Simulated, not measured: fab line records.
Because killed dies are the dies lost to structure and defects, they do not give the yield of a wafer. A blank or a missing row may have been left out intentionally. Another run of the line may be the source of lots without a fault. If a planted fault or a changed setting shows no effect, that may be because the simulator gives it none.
Split-lot trial    flow n5_finfet    39 wafers read across 7 lots, on a route 1938 steps long

## SPLIT DETAILS
At N5_BEOL_M9_ILD_DEP_00 (deposits SiCOH lowk from DEMS/porogen, target thk 308.51 nm, time 58 s), the setting time_s was moved away from the recipe's 58 s on 18 of the 39 wafers read, by -47.3% to +55.2%. All remaining wafers had this setting at the recipe value.

## THE PATH FROM SPLIT TO READING: the file shows 1 step between them
- N5_BEOL_M9_CURE_71: cures SiCOH lowk, time 240 s

## THE READING
M9_ILD_THK, in nm, at N5_BEOL_M9_THK_MEAS_01. Fault-free wafers of this fab line usually give 269 nm, standard deviation 5 nm.

wafer   tool, chamber at the split  time_s as run, s  against the recipe  M9_ILD_THK, nm  against lot-mates on the recipe
L075.1  pecvd-02, 0                 58                recipe              261             -
L075.2  pecvd-02, 1                 90                +55.2%              415             +148
L075.3  pecvd-02, 1                 58                recipe              270             -
L075.4  pecvd-02, 0                 58                recipe              270             -
L075.5  pecvd-02, 0                 90                +55.2%              415             +148
L075.6  pecvd-02, 1                 90                +55.2%              420             +153
L078.1  pecvd-02, 1                 58                recipe              263             -
L078.2  pecvd-02, 0                 58                recipe              262             -
L078.3  pecvd-02, 0                 73.14             +26.1%              334             +71
L078.4  pecvd-02, 1                 58                recipe              263             -
L078.5  pecvd-02, 0                 73.14             +26.1%              334             +71
L078.6  pecvd-02, 1                 73.14             +26.1%              336             +73
L082.1  pecvd-04, 0                 58                recipe              275             -
L082.2  pecvd-04, 2                 58                recipe              274             -
L082.3  pecvd-04, 1                 78.19             +34.8%              363             +86
L082.4  pecvd-04, 1                 78.19             +34.8%              371             +94
L082.5  pecvd-04, 0                 58                recipe              281             -
L082.6  pecvd-04, 2                 78.19             +34.8%              371             +94
L084.1  pecvd-04, 1                 58                recipe              270             -
L084.2  pecvd-04, 0                 58                recipe              277             -
L084.3  pecvd-04, 2                 32.23             -44.4%              153             -123
L084.4  pecvd-04, 2                 32.23             -44.4%              156             -120
L084.5  pecvd-04, 1                 32.23             -44.4%              155             -121
L084.6  pecvd-04, 0                 58                recipe              281             -
L088.1  pecvd-02, 0                 58                recipe              267             -
L088.2  pecvd-02, 1                 58                recipe              268             -
L088.3  pecvd-02, 2                 58                recipe              266             -
L088.4  pecvd-02, 0                 30.59             -47.3%              146             -121
L088.5  pecvd-02, 2                 30.59             -47.3%              140             -127
L088.6  pecvd-02, 1                 30.59             -47.3%              149             -118
L091.1  pecvd-04, 0                 58                recipe              273             -
L091.2  pecvd-04, 1                 58                recipe              272             -
L091.3  pecvd-04, 2                 32.4              -44.1%              154             -119
L091.4  pecvd-04, 0                 32.4              -44.1%              163             -110
L091.5  pecvd-04, 1                 32.4              -44.1%              158             -115
L091.6  pecvd-04, 2                 58                recipe              274             -
L096.1  pecvd-02, 0                 58                recipe              267             -
L096.2  pecvd-02, 2                 58                recipe              265             -
L096.6  pecvd-02, 0                 58                recipe              265             -

THE FIT
A straight line over all 39 wafers: M9_ILD_THK changes by +2.63 nm for each +1% of time_s; r = +1.00; the points scatter about the line by 5.4 nm.
The same after taking each lot's own level away (the mean of its wafers on the recipe; 39 wafers): +2.66 nm for each +1%; r = +1.00; scatter 3.4 nm.
On that fit, the largest move of time_s shifts the reading by 1.5e+02 nm.
From 262.7 to 276.7 nm: that is the span of the lots' own levels, equal to 2.8 times the standard deviation above.
Consequently the slope shifts little with the lot-to-lot level, the two slopes agreeing.
Check: +148 nm against its lot-mates is what the line predicts for one of the wafers moved furthest among these (+55.2%) when that wafer is left out of the fit. It came out at +148 nm against them.

## THE WHOLE CHAIN: every reading that the file lists as answering this split, in the file's order
step                    what it does                                                            reading                                                                                   change (the file's fit)               r (the file's)
N5_BEOL_M9_ILD_DEP_00   deposits SiCOH lowk from DEMS/porogen, target thk 308.51 nm, time 58 s  SiCOH_lowk_of_BEOL_M9_ILD_DEP_00.thk_nm (the simulator's own value, which no gauge read)  +3.02 nm for each +1% of the setting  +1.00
N5_BEOL_M9_CURE_71      cures SiCOH lowk, time 240 s                                            SiCOH_lowk_of_BEOL_M9_ILD_DEP_00.thk_nm (the simulator's own value, which no gauge read)  +2.66 nm for each +1% of the setting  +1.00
N5_BEOL_M9_THK_MEAS_01                                                                          M9_ILD_THK                                                                                +2.66 for each +1% of the setting     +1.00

## THE FILE'S OWN FIT
M9_ILD_THK changes by +2.66 nm for each +1% of time_s, r = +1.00.
